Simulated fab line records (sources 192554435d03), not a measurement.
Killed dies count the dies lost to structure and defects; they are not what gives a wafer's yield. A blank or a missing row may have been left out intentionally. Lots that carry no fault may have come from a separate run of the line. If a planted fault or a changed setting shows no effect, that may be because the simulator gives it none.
Split-lot trial + flow n5 finfet + on a route of 1938 steps: 7 lots, 21 wafers read

## ABOUT THE SPLIT
At N5_BEOL_M6_COAT_22 (resist thk 30 nm), the setting spin rpm was moved away from the recipe's 1500 rpm on 6 of the 21 wafers read, by -3.8% to +9.9%. For the rest of the wafers, this setting stayed at what the recipe calls for.

The reading comes from the split's own step.

## THE READING
CAR-EUV_of_BEOL_M6_COAT_22.thk nm (the simulator's own value, which no gauge read), in nm, at N5_BEOL_M6_COAT_22 (resist thk 30 nm). There is no usual value for it anywhere in the file. The 15 wafers here that ran the recipe average 30.0 nm, standard deviation 0.08 nm.

| wafer  | tool, chamber at the split | spin rpm as run, rpm | against the recipe | CAR-EUV_of_BEOL_M6_COAT_22.thk nm, nm | against lot-mates on the recipe |
|--------|----------------------------|----------------------|--------------------|---------------------------------------|---------------------------------|
| L077.1 | litho track-04, 0          | 1500                 | recipe             | 30                                    | -                               |
| L077.3 | litho track-04, 0          | 1500                 | recipe             | 30                                    | -                               |
| L077.5 | litho track-04, 0          | 1500                 | recipe             | 30                                    | -                               |
| L079.1 | litho track-05, 0          | 1500                 | recipe             | 29.8                                  | -                               |
| L079.2 | litho track-05, 0          | 1647                 | +9.8%              | 28.6                                  | -1.2                            |
| L079.4 | litho track-05, 0          | 1647                 | +9.8%              | 28.6                                  | -1.2                            |
| L083.4 | litho track-05, 0          | 1443                 | -3.8%              | 30.6                                  | +0.8                            |
| L083.5 | litho track-05, 0          | 1500                 | recipe             | 29.8                                  | -                               |
| L083.6 | litho track-05, 0          | 1500                 | recipe             | 29.8                                  | -                               |
| L084.2 | litho track-03, 0          | 1500                 | recipe             | 30                                    | -                               |
| L084.3 | litho track-03, 0          | 1500                 | recipe             | 30                                    | -                               |
| L084.5 | litho track-03, 0          | 1500                 | recipe             | 30                                    | -                               |
| L086.2 | litho track-04, 0          | 1648                 | +9.9%              | 28.6                                  | no lot-mate on the recipe       |
| L086.4 | litho track-04, 0          | 1648                 | +9.9%              | 28.6                                  | no lot-mate on the recipe       |
| L086.5 | litho track-04, 0          | 1648                 | +9.9%              | 28.6                                  | no lot-mate on the recipe       |
| L087.1 | litho track-03, 0          | 1500                 | recipe             | 30                                    | -                               |
| L087.3 | litho track-03, 0          | 1500                 | recipe             | 30                                    | -                               |
| L087.6 | litho track-03, 0          | 1500                 | recipe             | 30                                    | -                               |
| L094.1 | litho track-03, 0          | 1500                 | recipe             | 30                                    | -                               |
| L094.2 | litho track-03, 0          | 1500                 | recipe             | 30                                    | -                               |
| L094.6 | litho track-03, 0          | 1500                 | recipe             | 30                                    | -                               |

THE FIT
A straight line over all 21 wafers: CAR-EUV_of_BEOL_M6_COAT_22.thk nm changes by -0.14 nm for each +1% of spin rpm; r = -0.99; the points scatter about the line by 0.075 nm.
The same after taking each lot's own level away (the mean of its wafers on the recipe; 18 wafers): -0.131 nm for each +1%; r = -0.99; scatter 0.076 nm.
Per that fit: largest spin rpm move, reading shift of 1.3 nm.
The lots' own levels span 29.80 to 30.00 nm, that is 2.5 times the standard deviation above.
Hence the lot-to-lot level has little effect on the slope; both slopes agree.
Check: with one of the wafers moved furthest among these (+9.8%) left out of the fit, the line predicts -1.3 nm for it against its lot-mates. Against them it came out at -1.2 nm.

## FURTHER SPLITS ON THESE WAFERS
Other splits were also applied to these wafers ahead of the reading. Each is held against what the fit with the lots' levels taken away leaves over:
| other split on the same wafers | wafers away from the commonest value | r with CAR-EUV_of_BEOL_M6_COAT_22.thk nm (lot level and that fit taken away) |
|--------------------------------|--------------------------------------|------------------------------------------------------------------------------|
| N5_BEOL_M5_COAT_22 spin rpm    | 5                                    | +0.02                                                                        |
| N5_BEOL_M6_ETCH_62 time s      | 5                                    | +0.01                                                                        |

## THE FILE'S OWN FIT
CAR-EUV_of_BEOL_M6_COAT_22.thk nm changes by -0.134 nm for each +1% of spin rpm, r = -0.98.
